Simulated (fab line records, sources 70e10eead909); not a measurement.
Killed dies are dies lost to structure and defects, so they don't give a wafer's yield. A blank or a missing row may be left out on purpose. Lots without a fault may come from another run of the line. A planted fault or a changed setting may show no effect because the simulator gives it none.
fab line records | flow nand_harc
record lots=6 wafers=18 last_day=33
route steps=1302 shown A_SOURCE_PLATE@418 A_ONON_D1@424 END@1302
lots that met no fault: from a run of the same line without faults
start_h: hours from the record's first day to the start of the lot's first wafer shown | wait_h: hours since the lot's step before | " the same as in the row above | L1.1+2: a row that stands for several wafers | - no value, or no start given | * or withheld: withheld | < > ~ a bound
route shown NAME@n: a module of which the file shows steps, and the number in the route of the first | usual: mean/standard deviation of fault-free wafers | same: alike in all rows | chamber/n: place in a boat | sites: the reading at each site | _std_site: their standard deviation | _edge_site: outer sites' mean less inner sites' | radius_mm: how far each site lies from the wafer's centre | mask NAME#n: copy n | behind: the tool/chamber that last shaped the wafer | hold: why the lot was held/for how many hours/how that ended | device: the transistor (n, p or np) that didn't switch | end of line: the same wafers' tests at the end of the route | a step without rows: its recipe alone | killed: dies lost to structure and defects at the first sort, not the wafer's yield | map: a wafer's dies, x killed, . not, _ none there
set.NAME: the setting as run; set.NAME@STEP: as run at that earlier step | model.NAME: the simulator's own value behind a step, which no gauge read
lots at some steps of the route; a table a step, a row a wafer
services: from which hour (start_h, from the record's first day; less than 0 if before it) a tool's chamber was out of use, for how many hours, and why
## steps
# step NHARC_A_SOURCE_PLATE_CVD_03
# recipe target_thk_a=2000 temp_c=620 pressure_mtorr=200 time_s=4000 material=poly-Si
# step NHARC_A_SOURCE_PLATE_ANNEAL_05
# recipe temp_c=850 time_s=1800
# step NHARC_A_SOURCE_PLATE_THK_MEAS_06
# recipe thk_meas_gauge=ellipsometry
# usual thk_nm=200.0/2.2
# columns lot.wafer tool chamber start_h wait_h thk_nm
L454.2 film_metro-01 - 191.98 0.4 196.2
L454.5 " - " " 200.8
L454.6 " - " " 199.5
L461.1 film_metro-02 - 251.67 0.4 198.5
L461.3 " - " " 198.8
L461.6 " - " " 198.9
L463.1 film_metro-01 - 271.03 0.4 198.9
L463.4 " - " " 200.0
L463.5 " - " " 199.7
L464.2 film_metro-02 - 279.15 0.4 198.5
L464.3 " - " " 201.5
L464.5 " - " " 201.7
L473.2 film_metro-01 - 370.59 0.4 199.8
L473.4 " - " " 202.5
L473.6 " - " " 199.3
L475.2 film_metro-02 - 394.86 0.4 204.0
L475.3 " - " " 205.6
L475.5 " - " " 203.5
# step NHARC_A_SOURCE_PLATE_INSPECT_08
# usual raw_defect_count=67/28
# columns lot.wafer tool chamber start_h wait_h raw_defect_count
L454.2 defect_inspect-01 - 192.08 0.0 173
L454.5 " - " " 76
L454.6 " - " " 60
L461.1 defect_inspect-01 - 251.73 0.0 53
L461.3 " - " " 130
L461.6 " - " " 83
L463.1 defect_inspect-01 - 271.09 0.0 67
L463.4 " - " " 38
L463.5 " - " " 72
L464.2 defect_inspect-02 - 279.23 0.0 71
L464.3 " - " " 94
L464.5 " - " " 40
L473.2 defect_inspect-01 - 370.67 0.0 46
L473.4 " - " " 47
L473.6 " - " " 42
L475.2 defect_inspect-02 - 394.96 0.0 48
L475.3 " - " " 33
L475.5 " - " " 49
# step NHARC_A_ONON_D1_DEP_00
# recipe target_thk_a=10000 n2_flow_sccm=2750 n2o_flow_sccm=2000 nh3_flow_sccm=500 sih4_flow_sccm=210 temp_c=400
# step NHARC_A_ONON_D1_THK_MEAS_02
# recipe thk_meas_gauge=ellipsometry
# usual thk_nm=999/8.6
# columns lot.wafer tool chamber start_h wait_h thk_nm
L454.2 film_metro-02 - 192.67 - 996
L454.5 " - " " 999
L454.6 " - " " 999
L461.1 film_metro-02 - 252.30 - 1016
L461.3 " - " " 1015
L461.6 " - " " 1018
L463.1 film_metro-01 - 271.67 - 998
L463.4 " - " " 999
L463.5 " - " " 1000
L464.2 film_metro-01 - 279.81 - 1004
L464.3 " - " " 1005
L464.5 " - " " 1003
L473.2 film_metro-01 - 371.25 - 1001
L473.4 " - " " 1001
L473.6 " - " " 999
L475.2 film_metro-02 - 395.54 - 1007
L475.3 " - " " 1007
L475.5 " - " " 1008
# step NHARC_A_ONON_D1_DEP_03
# recipe target_thk_a=10000 n2_flow_sccm=2750 n2o_flow_sccm=2000 nh3_flow_sccm=500 sih4_flow_sccm=210 temp_c=400
# step NHARC_A_ONON_D1_THK_MEAS_05
# recipe thk_meas_gauge=ellipsometry
# usual thk_nm=1000/9.5
# columns lot.wafer tool chamber start_h wait_h thk_nm
L454.2 film_metro-02 - 193.24 - 999
L454.5 " - " " 999
L454.6 " - " " 998
L461.1 film_metro-02 - 252.87 - 1010
L461.3 " - " " 1008
L461.6 " - " " 1008
L463.1 film_metro-01 - 272.24 - 994
L463.4 " - " " 992
L463.5 " - " " 995
L464.2 film_metro-02 - 280.38 - 1001
L464.3 " - " " 1000
L464.5 " - " " 1001
L473.2 film_metro-02 - 371.81 - 1002
L473.4 " - " " 1003
L473.6 " - " " 1003
L475.2 film_metro-01 - 396.10 - 992
L475.3 " - " " 989
L475.5 " - " " 991
# step NHARC_A_ONON_D1_DEP_06
# recipe target_thk_a=10000 n2_flow_sccm=2750 n2o_flow_sccm=2000 nh3_flow_sccm=500 sih4_flow_sccm=210 temp_c=400
# step NHARC_A_ONON_D1_THK_MEAS_08
# recipe thk_meas_gauge=ellipsometry
# usual thk_nm=1001/10
# columns lot.wafer tool chamber start_h wait_h thk_nm
L454.2 film_metro-01 - 193.81 - 1004
L454.5 " - " " 1006
L454.6 " - " " 1006
L461.1 film_metro-02 - 253.44 - 1000
L461.3 " - " " 997
L461.6 " - " " 999
L463.1 film_metro-02 - 272.81 - 995
L463.4 " - " " 994
L463.5 " - " " 995
L464.2 film_metro-02 - 280.94 - 999
L464.3 " - " " 1000
L464.5 " - " " 999
L473.2 film_metro-01 - 372.38 - 1000
L473.4 " - " " 1001
L473.6 " - " " 997
L475.2 film_metro-01 - 396.69 - 991
L475.3 " - " " 989
L475.5 " - " " 989
# step NHARC_A_ONON_D1_DEP_09
# recipe target_thk_a=10000 n2_flow_sccm=2750 n2o_flow_sccm=2000 nh3_flow_sccm=500 sih4_flow_sccm=210 temp_c=400
# usual sih4_flow_sccm=210.0/0.67
# columns lot.wafer tool chamber start_h wait_h sih4_flow_sccm
L454.2 pecvd_onon-03 0 193.92 0.1 209.6
L454.5 " 0 " " 210.0
L454.6 " 0 " " 210.5
L461.1 pecvd_onon-02 0 253.49 0.1 210.1
L461.3 " 0 " " 210.2
L461.6 " 0 " " 211.6
L463.1 pecvd_onon-04 0 272.87 0.1 211.0
L463.4 " 0 " " 211.0
L463.5 " 0 " " 210.3
L464.2 pecvd_onon-02 0 281.05 0.1 210.9
L464.3 " 0 " " 210.8
L464.5 " 0 " " 209.9
L473.2 pecvd_onon-04 0 372.49 0.1 209.9
L473.4 " 0 " " 208.9
L473.6 " 0 " " 210.2
L475.2 pecvd_onon-02 0 396.80 0.1 210.1
L475.3 " 0 " " 210.5
L475.5 " 0 " " 209.9
# step NHARC_A_ONON_D1_THK_MEAS_11
# recipe thk_meas_gauge=ellipsometry
# usual thk_nm=998/8
# columns lot.wafer tool chamber start_h wait_h thk_nm
L454.2 film_metro-01 - 194.38 - 992
L454.5 " - " " 990
L454.6 " - " " 992
L461.1 film_metro-01 - 254.00 - 1723
L461.3 " - " " 1721
L461.6 " - " " 1722
L463.1 film_metro-01 - 273.38 - 1005
L463.4 " - " " 1004
L463.5 " - " " 1004
L464.2 film_metro-01 - 281.50 - 1731
L464.3 " - " " 1728
L464.5 " - " " 1730
L473.2 film_metro-02 - 372.94 - 992
L473.4 " - " " 992
L473.6 " - " " 991
L475.2 film_metro-01 - 397.26 - 1009
L475.3 " - " " 1010
L475.5 " - " " 1010
# step NHARC_A_ONON_D1_DEP_12
# recipe target_thk_a=10000 n2_flow_sccm=2750 n2o_flow_sccm=2000 nh3_flow_sccm=500 sih4_flow_sccm=210 temp_c=400
# step NHARC_END_SORT_01
# recipe temp_c=25
# usual killed_at_array=59/17 killed_at_other=0.9/1.6 killed_at_periphery=3.7/2.3 killed_dies=64/17 killed_open=3.3/1.8 killed_short=2.4/1.6
# same gross_dies=677
# columns lot.wafer tool chamber start_h wait_h killed_at_array killed_at_other killed_at_periphery killed_dies killed_open killed_short
L461.1 prober-01 0 667.03 2.5 668 4 5 677 3 1
L461.3 prober-01 0 668.59 3.1 670 3 4 677 7 1
L461.6 prober-01 0 670.93 3.9 670 4 3 677 3 4
L464.2 prober-02 0 701.35 2.8 673 1 3 677 6 3
L464.3 prober-02 0 702.15 3.1 675 0 2 677 7 2
L464.5 prober-02 0 703.76 3.7 672 0 5 677 4 0
# killed by level:class
L461.1 A_ONON_D1:area_dep=602 A_CHANNEL_HOLE_D1:chamber_film_flake=33 A_CHANNEL_HOLE_D2:chamber_film_flake=14 A_SGD_CUT:chamber_film_flake=6 A_STAIRCASE:chamber_film_flake=6 THIN_TSV:chamber_film_flake=4 P_ZERO_WELL:chamber_film_flake=3 A_CHANNEL_FILL_D2:chamber_film_flake=2
L461.3 A_ONON_D1:area_dep=601 A_CHANNEL_HOLE_D1:chamber_film_flake=28 A_CHANNEL_HOLE_D2:chamber_film_flake=19 A_SGD_CUT:chamber_film_flake=6 A_CHANNEL_FILL_D2:chamber_film_flake=5 THIN_TSV:chamber_film_flake=3 A_WL_FILL:geometric_particle:open=3 P_M1:geometric_particle:open=2
L461.6 A_ONON_D1:area_dep=604 A_CHANNEL_HOLE_D1:chamber_film_flake=27 A_CHANNEL_HOLE_D2:chamber_film_flake=18 A_STAIRCASE:chamber_film_flake=5 THIN_TSV:chamber_film_flake=4 A_CHANNEL_FILL_D2:chamber_film_flake=3 A_ONON_D1:geometric_particle:open=2 P_GATE:chamber_film_flake=2
L464.2 A_ONON_D1:area_dep=593 A_SLIT:chamber_film_flake=30 A_CHANNEL_HOLE_D2:chamber_film_flake=15 A_CHANNEL_HOLE_D1:chamber_film_flake=9 A_CONTACT:chamber_film_flake=9 A_DECK1_JOINT:chamber_film_flake=4 A_BLC:geometric_particle:open=3 A_WL_FILL:geometric_particle:short=2
L464.3 A_ONON_D1:area_dep=615 A_SLIT:chamber_film_flake=33 A_CHANNEL_HOLE_D2:chamber_film_flake=8 A_CHANNEL_HOLE_D1:chamber_film_flake=5 A_CHANNEL_HOLE_D1:geometric_particle:open=2 A_M0:geometric_particle:open=2 A_STAIRCASE:chamber_film_flake=2 A_CONTACT:chamber_film_flake=2
L464.5 A_ONON_D1:area_dep=597 A_SLIT:chamber_film_flake=35 A_CHANNEL_HOLE_D2:chamber_film_flake=18 A_CONTACT:chamber_film_flake=9 A_CHANNEL_HOLE_D1:chamber_film_flake=4 A_STAIRCASE:chamber_film_flake=3 P_M2:chamber_film_flake=2 A_BLC:chamber_film_flake=2
# map L461.1 (x killed, . not)
____________x____________
_________xxxxxxx_________
_______xxxxxxxxxxx_______
______xxxxxxxxxxxxx______
_____xxxxxxxxxxxxxxx_____
____xxxxxxxxxxxxxxxxx____
____xxxxxxxxxxxxxxxxx____
___xxxxxxxxxxxxxxxxxxx___
___xxxxxxxxxxxxxxxxxxx___
__xxxxxxxxxxxxxxxxxxxxx__
__xxxxxxxxxxxxxxxxxxxxx__
_xxxxxxxxxxxxxxxxxxxxxxx_
_xxxxxxxxxxxxxxxxxxxxxxx_
_xxxxxxxxxxxxxxxxxxxxxxx_
_xxxxxxxxxxxxxxxxxxxxxxx_
_xxxxxxxxxxxxxxxxxxxxxxx_
xxxxxxxxxxxxxxxxxxxxxxxxx
xxxxxxxxxxxxxxxxxxxxxxxxx
xxxxxxxxxxxxxxxxxxxxxxxxx
xxxxxxxxxxxxxxxxxxxxxxxxx
xxxxxxxxxxxxxxxxxxxxxxxxx
_xxxxxxxxxxxxxxxxxxxxxxx_
_xxxxxxxxxxxxxxxxxxxxxxx_
_xxxxxxxxxxxxxxxxxxxxxxx_
_xxxxxxxxxxxxxxxxxxxxxxx_
_xxxxxxxxxxxxxxxxxxxxxxx_
__xxxxxxxxxxxxxxxxxxxxx__
__xxxxxxxxxxxxxxxxxxxxx__
___xxxxxxxxxxxxxxxxxxx___
___xxxxxxxxxxxxxxxxxxx___
____xxxxxxxxxxxxxxxxx____
____xxxxxxxxxxxxxxxxx____
_____xxxxxxxxxxxxxxx_____
______xxxxxxxxxxxxx______
_______xxxxxxxxxxx_______
_________xxxxxxx_________
____________x____________
# map L464.2 (x killed, . not)
____________x____________
_________xxxxxxx_________
_______xxxxxxxxxxx_______
______xxxxxxxxxxxxx______
_____xxxxxxxxxxxxxxx_____
____xxxxxxxxxxxxxxxxx____
____xxxxxxxxxxxxxxxxx____
___xxxxxxxxxxxxxxxxxxx___
___xxxxxxxxxxxxxxxxxxx___
__xxxxxxxxxxxxxxxxxxxxx__
__xxxxxxxxxxxxxxxxxxxxx__
_xxxxxxxxxxxxxxxxxxxxxxx_
_xxxxxxxxxxxxxxxxxxxxxxx_
_xxxxxxxxxxxxxxxxxxxxxxx_
_xxxxxxxxxxxxxxxxxxxxxxx_
_xxxxxxxxxxxxxxxxxxxxxxx_
xxxxxxxxxxxxxxxxxxxxxxxxx
xxxxxxxxxxxxxxxxxxxxxxxxx
xxxxxxxxxxxxxxxxxxxxxxxxx
xxxxxxxxxxxxxxxxxxxxxxxxx
xxxxxxxxxxxxxxxxxxxxxxxxx
_xxxxxxxxxxxxxxxxxxxxxxx_
_xxxxxxxxxxxxxxxxxxxxxxx_
_xxxxxxxxxxxxxxxxxxxxxxx_
_xxxxxxxxxxxxxxxxxxxxxxx_
_xxxxxxxxxxxxxxxxxxxxxxx_
__xxxxxxxxxxxxxxxxxxxxx__
__xxxxxxxxxxxxxxxxxxxxx__
___xxxxxxxxxxxxxxxxxxx___
___xxxxxxxxxxxxxxxxxxx___
____xxxxxxxxxxxxxxxxx____
____xxxxxxxxxxxxxxxxx____
_____xxxxxxxxxxxxxxx_____
______xxxxxxxxxxxxx______
_______xxxxxxxxxxx_______
_________xxxxxxx_________
____________x____________
## services
# columns tool chamber start_h hours kind
pecvd_onon-02 - 185.00 13.0 pm
pecvd_onon-03 - 227.00 13.0 pm
pecvd_onon-04 - 311.35 13.0 pm
pecvd_onon-02 - 366.00 13.0 pm
pecvd_onon-03 - 377.52 1.9 repair
## key
first_sign step=NHARC_A_ONON_D1_THK_MEAS_11 reading=thk_nm direction=up sigmas=91 usual=998 struck=1726
effect step=NHARC_END_SORT_01 reading=killed_at_array direction=up sigmas=37 usual=59 struck=671
more_kills_born_at NHARC_A_ONON_D1_DEP_09@pecvd_onon-02=3612
met_at NHARC_A_ONON_D1_DEP_09
struck_wafers L461.1,L461.3,L461.6,L464.2,L464.3,L464.5
later_rows_left_out L461.1,L461.3,L461.6,L464.2,L464.3,L464.5
tester_left_out L461,L464
fault kind=process_parameter_drift tool=pecvd_onon-02 chamber=- onset_h=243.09 steps=NHARC_A_ONON_D1_DEP_09 channel=target_thk_a offset=* shape=step end_h=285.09 acts_in=* stated=*
# tester_left_out: of these lots the tester's yield and bins aren't shown, on N5 and GAA mostly nor the transistor test; their killed dies are dies lost to structure and defects alone, not to doping, threshold or leakage, so they don't give the yield
# later_rows_left_out: the simulator's readings of these wafers behind a module that went badly wrong aren't trusted and aren't shown, but for the sort
